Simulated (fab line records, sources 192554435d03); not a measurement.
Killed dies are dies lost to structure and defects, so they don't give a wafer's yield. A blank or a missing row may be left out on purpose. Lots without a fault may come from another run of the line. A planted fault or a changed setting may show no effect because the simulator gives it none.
Problem report in the 8D (eight disciplines) form, filled by code | flow n5_finfet | the parts of the form that need people (team, actions taken, sign-off) are left out

1. THE PROBLEM
spin_speed_rpm at N5_BEOL_M11_COAT_60 reads a mean of 1625.0 rpm on 5 wafers of 2 lots; wafers without a fault read 1500.0 rpm with a standard deviation of 1. That is +99 or more standard deviations from the usual mean.
The step: time 60 s, resist thk 30 nm.
First seen on wafer L432.1, day 12 14:37, on litho_track-03. The record holds 35 wafers of 12 lots with a number at this step. Rule for "out", or "out of limits": more than 4 standard deviations from the usual mean. The other wafers with a number count as sound.

2. WHAT IT IS AND WHAT IT IS NOT
question                    | is                     | is not
which readings at this step | spin_speed_rpm         | -
which lots                  | L432, L433             | L424, L425, L426, L427, L431, L434, L436, L437, L439, L440
which wafers of those lots  | all that have a number | -
read on which tools         | litho_track-03         | litho_track-04, litho_track-05
when                        | from day 12 14:37      | up to then (15 sound wafers); but 15 sound wafers of L434, L436, L437, L439, L440 came after

3. SUSPECTS, AND WHAT RULES EACH OUT
Counting: a tool at a process step up to the reading stays a suspect if it ran every lot that is out and no sound lot after the first of them.
- litho_track-03 at N5_BEOL_M11_COAT_60 (time 60 s, resist thk 30 nm): kept. It ran every lot that is out, first L432 (day 12 14:37), and no sound lot after that; its last sound lot up to then is L427 (day 10 19:39). Its own readings are out on those wafers: spin_speed_rpm.
Left after counting: litho_track-03 at N5_BEOL_M11_COAT_60.

4. THE CAUSE (what the simulator had put in)
Process parameter drift: litho_track-03, from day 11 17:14 on, at N5_BEOL_M11_COAT_60. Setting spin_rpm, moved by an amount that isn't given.
Counting left only this tool.

5. THE CHAIN OF EFFECTS, in route order
Each row: a reading whose mean over the struck wafers that have a number lies more than 3 standard deviations from the usual. Only readings for which the record gives a usual standard deviation are gone through. hours: the time from each lot's start at the first step in this table that gives one to its start at this step, as a median over the lots. sigmas: the change in usual standard deviations.
hours | step                | reading        | usual      | on struck wafers | change | sigmas
0     | N5_BEOL_M11_COAT_60 | spin_speed_rpm | 1500.0 rpm | 1625.0           | +125.0 | +99 or more
The process steps in it:
- N5_BEOL_M11_COAT_60: time 60 s, resist thk 30 nm.
Later measuring or inspecting steps at which every struck wafer that the step has a row for has a number for every such reading, and none has moved that far: N5_BEOL_M11_CD_MEAS_11.

6. WHAT WOULD HAVE CAUGHT IT SOONER
In this record the first reading out of limits was taken at day 12 14:37, 21 hours after the fault began at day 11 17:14.
